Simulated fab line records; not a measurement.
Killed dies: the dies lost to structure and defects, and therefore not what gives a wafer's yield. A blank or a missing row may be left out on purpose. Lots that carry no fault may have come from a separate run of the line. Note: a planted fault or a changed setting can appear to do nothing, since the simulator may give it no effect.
A struck lot beside a sound one || flow n5_finfet || 14 out of 1938 route steps
Sound: the wafers L468.3, L468.4, L468.5. The struck wafers were L469.2, L469.3, L469.5. Last of all comes the cause.
Order at every step that has rows: each side's tool, ch and its chambers, its first start. Under that, the readings that differ: sound wafers || struck wafers || difference of the means || sigmas: that difference in standard deviations of wafers without a fault.
alike: readings with means less than 2 such deviations apart, plus words and numbers identical on both sides. not compared: withheld readings, readings lacking a value on some wafer, bounds such as >300 that could conceal the same value, and numbers that have no deviation in the record and whose values overlap.
The two part at a step that has a row with sigmas, a row that says differs or no value, or rows on one side only. When numbers do not overlap yet have no deviation, they are printed without sigmas and do not part them. A reading that every wafer of one side lacks parts them only if that side has two wafers or more.

N5_BEOL_M6_ETCH_62: etches SOC in N2/H2, target depth 110 nm, overetch 22 nm, time 165 s.
  sound on rie_diel-04 ch 0,2, day 10 04:23; struck on rie_diel-03 ch 0,2, day 10 22:31
  alike: drypump_motor_current_A, oes_product_au, rf_vpp_V, showerhead_plenum_p_Torr, throttle_valve_pct
  not compared: rf_hours_counter_h
then, 1 step without rows for these wafers: N5_BEOL_M6_STRIP_68 (strips in N2/H2).
N5_BEOL_M6_STRIP_67: strips in CF4.
  sound on rie_diel-04 ch 0,2, day 10 04:32; struck on rie_diel-03 ch 0,2, day 10 22:40
  alike: drypump_motor_current_A, oes_product_au, rf_vpp_V, showerhead_plenum_p_Torr, throttle_valve_pct
  not compared: rf_hours_counter_h
N5_BEOL_M6_HM_OPEN_17: chemistry Cl2/BCl3, target TiN, target depth 20 nm, overetch 6 nm.
  sound on rie_metal-01 ch 1, day 10 04:38; struck on rie_metal-02 ch 0,1, day 10 22:43
  alike: drypump_motor_current_A, oes_product_au, throttle_valve_pct
  not compared: rf_hours_counter_h
N5_BEOL_M6_STRIP_19: strips in O2.
  sound on rie_diel-04 ch 0,1,2, day 10 04:46; struck on rie_diel-04 ch 0,3, day 10 22:49
  alike: drypump_motor_current_A, oes_product_au, rf_vpp_V, showerhead_plenum_p_Torr, throttle_valve_pct
  not compared: rf_hours_counter_h
N5_BEOL_M6_CD_MEAS_18: pitch 80 nm, target cd 40 nm.
  sound: cd_sem-01 at day 10 04:51; struck: cd_sem-01 at day 10 22:53
  alike: cd_nm
then, 6 steps without rows for these wafers: N5_BEOL_M6_COAT_63 (time 60 s, resist thk 60 nm); N5_BEOL_M6_COAT_64 (time 60 s, resist thk 12 nm); N5_BEOL_M6_COAT_71 (time 60 s, resist thk 5 nm); N5_BEOL_M6_COAT_22 (resist thk 30 nm); N5_BEOL_M6_EBR_24; N5_BEOL_M6_SOFTBAKE_23 (time 60 s).
N5_BEOL_M6_EXPOSE_25: exposes mask V5, target cd 40 nm.
  sound on euv_scanner-02 ch 0, day 10 05:23; struck on euv_scanner-01, day 10 23:07
  no value came back on the struck wafers for exposure_dose_mJ_cm2, focus_offset_nm (nm); on the sound wafers exposure_dose_mJ_cm2 reads 45.5 45.5 45.5
  alike: mask
then, 1 step without rows for these wafers: N5_BEOL_M6_PEB_26 (peb time 60 s).

## WHERE THEY PART
Only at N5_BEOL_M6_EXPOSE_25, as far as this record shows.

WHY: the cause the simulator had injected
Whole step skipped at N5_BEOL_M6_EXPOSE_25 on euv_scanner-01, starting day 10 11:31. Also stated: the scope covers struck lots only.
